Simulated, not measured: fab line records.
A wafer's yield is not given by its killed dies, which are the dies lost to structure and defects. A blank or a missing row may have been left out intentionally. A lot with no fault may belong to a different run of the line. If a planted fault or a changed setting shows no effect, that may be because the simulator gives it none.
fab line records | flow n5Finfet
record: lots: 12 | wafers: 34 | lastDay: 19
route steps=1938 shown BEOL_M6@1247 BEOL_M7@1263
lots that met no fault: taken from a fault-free run of the same line
startH: hours from the record's opening day to when the first of the lot's shown wafers began | waitH: hours from the lot's prior step to this one | " identical to the entry in the row above | L1.1+2: a row that stands for several wafers | - either no value or no given start | * or withheld: withheld | < > ~ a bound
route shown NAME@n: NAME is a module with steps in the file, n the number in the route of the first one | usual: mean and standard deviation over wafers with no fault | same: alike in all rows | chamber/n: place in a boat | sites: readings site by site | _std_site: the standard deviation of these | _edge_site: the outer-site mean with the inner-site mean subtracted | radiusMm: how far each site lies from the wafer's centre | mask NAME#n: copy n | behind: tool/chamber where the wafer was last shaped | hold: cause of the lot's hold/its duration in hours/its outcome | device: which transistor (n, p or np) failed to switch | end of line: the route-end tests of the same wafers | for a step that has no rows: nothing shown but its recipe | killed: at the first sort, the dies lost to defects and structure; wafer yield is something else | map: dies across one wafer; x = killed, . = not, _ = none there
set.NAME: the setting that was run; set.NAME@STEP: the one run at that earlier step | model.NAME: the simulator's own value behind a step, which no gauge read
route steps across a sampled set of lots; one table per step, one row per wafer
services: the hour from which a tool's chamber was out of use, counted from the record's first day as startH (under 0 if before that day), plus the number of hours and why
== steps ==
step: N5_BEOL_M6_CD_MEAS_35
recipe: targetCdNm: 40 | targetCdYNm: 28 | polarity: opening
usual: cdNm: 40.0/0.5
lot.wafer | tool     | chamber | startH | waitH | cdNm
L381.2    | cdSem-02 | -       | 214.76 | 0.0   | 40.6
L381.3    | "        | -       | "      | "     | 39.8
L381.5    | "        | -       | "      | "     | 39.8
L385.2    | cdSem-03 | -       | 240.69 | 0.0   | 40.1
L385.3    | "        | -       | "      | "     | 39.9
L385.5    | "        | -       | "      | "     | 39.6
L383.1    | cdSem-02 | -       | 241.07 | 0.0   | 40.3
L383.2    | "        | -       | "      | "     | 40.2
L383.5    | "        | -       | "      | "     | 39.7
L386.1    | cdSem-03 | -       | 245.45 | 0.0   | 39.6
L386.2    | "        | -       | "      | "     | 39.9
L386.4    | "        | -       | "      | "     | 39.4
L387.3    | cdSem-02 | -       | 249.73 | 0.0   | 39.3
L387.5    | "        | -       | "      | "     | 39.7
L387.6    | "        | -       | "      | "     | 40.6
L389.1    | cdSem-03 | -       | 262.49 | 0.0   | 40.9
L389.3    | "        | -       | "      | "     | 40.5
L393.1    | cdSem-01 | -       | 276.94 | 0.0   | 39.6
L393.3    | "        | -       | "      | "     | 39.9
L397.1    | cdSem-01 | -       | 310.95 | 0.0   | 40.3
L397.3    | "        | -       | "      | "     | 40.3
L397.6    | "        | -       | "      | "     | 40.6
L401.2    | cdSem-03 | -       | 331.67 | 0.0   | 40.0
L401.5    | "        | -       | "      | "     | 40.1
L401.6    | "        | -       | "      | "     | 39.1
L402.2    | cdSem-01 | -       | 336.31 | 0.0   | 38.9
L402.5    | "        | -       | "      | "     | 39.5
L402.6    | "        | -       | "      | "     | 38.8
L403.1    | cdSem-03 | -       | 346.27 | 0.0   | 39.9
L403.3    | "        | -       | "      | "     | 39.9
L403.4    | "        | -       | "      | "     | 40.2
L404.2    | cdSem-03 | -       | 362.76 | 0.0   | 39.4
L404.3    | "        | -       | "      | "     | 40.0
L404.5    | "        | -       | "      | "     | 39.9
step: N5_BEOL_M6_ANNEAL_51
recipe: tempC: 225 | timeS: 90 | ambient: N2
usual: wafer_temp_C_max: 226.0/0.51
lot.wafer | tool         | chamber | startH | waitH | wafer_temp_C_max
L381.2    | rtpAnneal-01 | 0       | 217.11 | 0.1   | 225.7
L381.3    | "            | 0       | "      | "     | 226.9
L381.5    | "            | 0       | "      | "     | 226.8
L385.2    | rtpAnneal-02 | 0       | 242.25 | 0.3   | 225.4
L385.3    | "            | 0       | "      | "     | 225.6
L385.5    | "            | 0       | "      | "     | 225.6
L383.1    | rtpAnneal-01 | 0       | 243.46 | 0.1   | 226.7
L383.2    | "            | 0       | "      | "     | 226.5
L383.5    | "            | 0       | "      | "     | 226.0
L386.1    | rtpAnneal-02 | 0       | 249.02 | 0.1   | 225.5
L386.2    | "            | 0       | "      | "     | 225.4
L386.4    | "            | 0       | "      | "     | 225.6
L387.3    | rtpAnneal-02 | 0       | 251.48 | 0.4   | 225.5
L387.5    | "            | 0       | "      | "     | 225.6
L387.6    | "            | 0       | "      | "     | 225.6
L389.1    | rtpAnneal-01 | 0       | 264.65 | 0.1   | 227.1
L389.3    | "            | 0       | "      | "     | 226.2
L393.1    | rtpAnneal-02 | 0       | 280.05 | 0.1   | 225.6
L393.3    | "            | 0       | "      | "     | 225.3
L397.1    | rtpAnneal-02 | 0       | 313.40 | 0.1   | 225.4
L397.3    | "            | 0       | "      | "     | 225.7
L397.6    | "            | 0       | "      | "     | 225.6
L401.2    | rtpAnneal-01 | 0       | 333.01 | 0.2   | 226.0
L401.5    | "            | 0       | "      | "     | 226.0
L401.6    | "            | 0       | "      | "     | 226.1
L402.2    | rtpAnneal-02 | 0       | 339.11 | 0.2   | 225.6
L402.5    | "            | 0       | "      | "     | 225.5
L402.6    | "            | 0       | "      | "     | 225.8
L403.1    | rtpAnneal-02 | 0       | 347.93 | 0.1   | 225.4
L403.3    | "            | 0       | "      | "     | 225.4
L403.4    | "            | 0       | "      | "     | 225.6
L404.2    | rtpAnneal-01 | 0       | 365.71 | 0.9   | 227.2
L404.3    | "            | 0       | "      | "     | 226.3
L404.5    | "            | 0       | "      | "     | 226.6
step: N5_BEOL_M6_THK_MEAS_53
recipe: thkMeasGauge: xrf | reads: Cu_of_BEOL_M6_ECD_50
usual: M6_THK: 79.7/1.8
lot.wafer | tool         | chamber | startH | waitH | M6_THK[nm]
L381.2    | filmMetro-01 | -       | 217.66 | -     | 80.5
L381.3    | "            | -       | "      | "     | 82.1
L381.5    | "            | -       | "      | "     | 83.1
L385.2    | filmMetro-02 | -       | 242.80 | -     | 79.3
L385.3    | "            | -       | "      | "     | 78.5
L385.5    | "            | -       | "      | "     | 78.3
L383.1    | filmMetro-01 | -       | 244.06 | -     | 77.3
L383.2    | "            | -       | "      | "     | 80.4
L383.5    | "            | -       | "      | "     | 76.9
L386.1    | filmMetro-02 | -       | 249.63 | -     | 78.7
L386.2    | "            | -       | "      | "     | 79.5
L386.4    | "            | -       | "      | "     | 81.5
L387.3    | filmMetro-01 | -       | 252.00 | -     | 82.6
L387.5    | "            | -       | "      | "     | 81.2
L387.6    | "            | -       | "      | "     | 81.3
L389.1    | filmMetro-01 | -       | 265.25 | -     | 81.4
L389.3    | "            | -       | "      | "     | 79.9
L393.1    | filmMetro-01 | -       | 280.66 | -     | 79.8
L393.3    | "            | -       | "      | "     | 80.1
L397.1    | filmMetro-01 | -       | 314.00 | 0.3   | 79.3
L397.3    | "            | -       | "      | "     | 75.9
L397.6    | "            | -       | "      | "     | 80.7
L401.2    | filmMetro-01 | -       | 333.57 | -     | 80.3
L401.5    | "            | -       | "      | "     | 80.5
L401.6    | "            | -       | "      | "     | 79.6
L402.2    | filmMetro-01 | -       | 339.66 | -     | 77.5
L402.5    | "            | -       | "      | "     | 79.2
L402.6    | "            | -       | "      | "     | 74.6
L403.1    | filmMetro-02 | -       | 348.52 | -     | 79.5
L403.3    | "            | -       | "      | "     | 75.1
L403.4    | "            | -       | "      | "     | 78.7
L404.2    | filmMetro-02 | -       | 366.26 | -     | 79.9
L404.3    | "            | -       | "      | "     | 77.4
L404.5    | "            | -       | "      | "     | 79.5
step: N5_BEOL_M7_ILD_DEP_00
recipe: material: SiCOH_lowk | targetThkA: 1797.5 | tempC: 300 | precursor: DEMS/porogen | pressureTorr: 5 | rfW: 500 | timeS: 33.4
usual: heaterPowerW: 309/51 | showerheadPlenumPTorr: 5.737/0.012 | throttleValvePct: 13.7/0.36
lot.wafer | tool     | chamber | startH | waitH | heaterPowerW | showerheadPlenumPTorr | throttleValvePct
L381.2    | pecvd-02 | 1       | 217.85 | 0.0   | 378          | 5.741                 | 13.4
L381.3    | "        | 1       | "      | "     | 384          | 5.752                 | 13.3
L381.5    | "        | 0       | "      | "     | 311          | 5.728                 | 13.4
L385.2    | pecvd-02 | 0       | 242.99 | 0.0   | 308          | 5.729                 | 13.6
L385.3    | "        | 1       | "      | "     | 360          | 5.743                 | 13.6
L385.5    | "        | 0       | "      | "     | 313          | 5.737                 | 13.8
L383.1    | pecvd-02 | 0       | 244.25 | 0.0   | 262          | 5.733                 | 13.7
L383.2    | "        | 1       | "      | "     | 345          | 5.740                 | 13.7
L383.5    | "        | 2       | "      | "     | 267          | 5.740                 | 13.2
L386.1    | pecvd-04 | 1       | 249.82 | 0.0   | 204          | 5.722                 | 14.2
L386.2    | "        | 2       | "      | "     | 284          | 5.716                 | 13.7
L386.4    | "        | 1       | "      | "     | 209          | 5.732                 | 14.0
L387.3    | pecvd-02 | 1       | 252.19 | 0.0   | 368          | 5.739                 | 13.6
L387.5    | "        | 2       | "      | "     | 268          | 5.714                 | 13.3
L387.6    | "        | 0       | "      | "     | 293          | 5.729                 | 13.7
L389.1    | pecvd-02 | 1       | 265.45 | 0.0   | 337          | 5.745                 | 13.3
L389.3    | "        | 0       | "      | "     | 310          | 5.742                 | 13.8
L393.1    | pecvd-02 | 1       | 280.85 | 0.0   | 338          | 5.753                 | 13.6
L393.3    | "        | 0       | "      | "     | 267          | 5.745                 | 14.0
L397.1    | pecvd-03 | 1       | 314.20 | 0.0   | 283          | 5.733                 | 14.2
L397.3    | "        | 0       | "      | "     | 330          | 5.752                 | 14.6
L397.6    | "        | 1       | "      | "     | 289          | 5.732                 | 14.5
L401.2    | pecvd-02 | 2       | 333.76 | 0.0   | 276          | 5.739                 | 13.4
L401.5    | "        | 2       | "      | "     | 211          | 5.745                 | 13.1
L401.6    | "        | 1       | "      | "     | 397          | 5.754                 | 13.4
L402.2    | pecvd-02 | 0       | 339.85 | 0.0   | 313          | 5.742                 | 13.8
L402.5    | "        | 0       | "      | "     | 314          | 5.738                 | 14.2
L402.6    | "        | 1       | "      | "     | 375          | 5.739                 | 13.5
L403.1    | pecvd-02 | 2       | 348.71 | 0.0   | 267          | 5.743                 | 13.2
L403.3    | "        | 1       | "      | "     | 370          | 5.742                 | 13.3
L403.4    | "        | 0       | "      | "     | 276          | 5.736                 | 13.7
L404.2    | pecvd-04 | 1       | 366.45 | 0.0   | 226          | 5.730                 | 14.3
L404.3    | "        | 0       | "      | "     | 348          | 5.749                 | 13.8
L404.5    | "        | 0       | "      | "     | 366          | 5.738                 | 13.7
step: N5_BEOL_M7_THK_MEAS_01
recipe: reads: SiCOH_lowk_of_BEOL_M7_ILD_DEP_00
usual: M7_ILD_THK: 154.8/1.9
lot.wafer | tool         | chamber | startH | waitH | M7_ILD_THK[nm]
L381.2    | filmMetro-01 | -       | 218.45 | 0.4   | 152.0
L381.3    | "            | -       | "      | "     | 155.7
L381.5    | "            | -       | "      | "     | 156.4
L385.2    | filmMetro-01 | -       | 243.57 | 0.4   | 153.8
L385.3    | "            | -       | "      | "     | 154.9
L385.5    | "            | -       | "      | "     | 156.4
L383.1    | filmMetro-02 | -       | 244.83 | 0.4   | 152.0
L383.2    | "            | -       | "      | "     | 152.4
L383.5    | "            | -       | "      | "     | 153.3
L386.1    | filmMetro-02 | -       | 250.58 | 0.4   | 153.1
L386.2    | "            | -       | "      | "     | 153.0
L386.4    | "            | -       | "      | "     | 154.3
L387.3    | filmMetro-02 | -       | 253.25 | 0.5   | 161.8
L387.5    | "            | -       | "      | "     | 154.9
L387.6    | "            | -       | "      | "     | 156.7
L389.1    | filmMetro-01 | -       | 266.86 | 0.8   | 153.0
L389.3    | "            | -       | "      | "     | 163.7
L393.1    | filmMetro-01 | -       | 282.31 | 0.8   | 152.4
L393.3    | "            | -       | "      | "     | 162.9
L397.1    | filmMetro-01 | -       | 314.78 | 0.4   | 156.8
L397.3    | "            | -       | "      | "     | 155.4
L397.6    | "            | -       | "      | "     | 159.4
L401.2    | filmMetro-02 | -       | 334.34 | 0.4   | 151.7
L401.5    | "            | -       | "      | "     | 154.4
L401.6    | "            | -       | "      | "     | 154.6
L402.2    | filmMetro-01 | -       | 340.43 | 0.4   | 154.6
L402.5    | "            | -       | "      | "     | 156.4
L402.6    | "            | -       | "      | "     | 157.7
L403.1    | filmMetro-02 | -       | 349.29 | 0.4   | 153.4
L403.3    | "            | -       | "      | "     | 153.4
L403.4    | "            | -       | "      | "     | 155.3
L404.2    | filmMetro-01 | -       | 367.03 | 0.4   | 152.7
L404.3    | "            | -       | "      | "     | 152.8
L404.5    | "            | -       | "      | "     | 154.8
== services ==
tool         | chamber | startH | hours | kind
pecvd-04     | -       | 200.31 | 1.6   | repair
pecvd-02     | 2       | 202.38 | -     | clean
pecvd-02     | 2       | 202.38 | -     | consumableReplace:showerhead
pecvd-02     | 2       | 202.38 | 29.0  | scheduledDown
pecvd-02     | 2       | 202.38 | 29.0  | ventCycle
pecvd-03     | -       | 214.46 | 1.7   | repair
pecvd-03     | -       | 225.74 | 3.7   | repair
rtpAnneal-01 | -       | 228.59 | 4.2   | pm
pecvd-03     | 0       | 253.56 | 2.1   | scheduledDown
pecvd-04     | 2       | 263.06 | 2.1   | scheduledDown
pecvd-02     | -       | 307.15 | 0.7   | repair
pecvd-04     | 1       | 324.98 | 5.5   | scheduledDown
pecvd-02     | 1       | 356.11 | 8.4   | repair
== key ==
firstSign: step: N5_BEOL_M7_THK_MEAS_01 | reading: M7_ILD_THK | direction: up | sigmas: 4.3 | usual: 154.8 | struck: 162.8
effect none on later readings
metAt N5_BEOL_M7_ILD_DEP_00
struckLots L387,L389,L393
struckWafers L387.3,L389.3,L393.3
notActingAt N5_BEOL_M6_CD_MEAS_35,N5_BEOL_M6_ANNEAL_51,N5_BEOL_M6_THK_MEAS_53
onsetBetween 244.25 252.19
fault: kind: processParameterDrift | tool: pecvd-02 | chamber: - | onsetH: 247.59 | steps: N5_BEOL_M7_ILD_DEP_00 | channel: targetThkA | offset: * | shape: step | endH: 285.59 | scope: struckWafersOnly | actsIn: * | stated: *
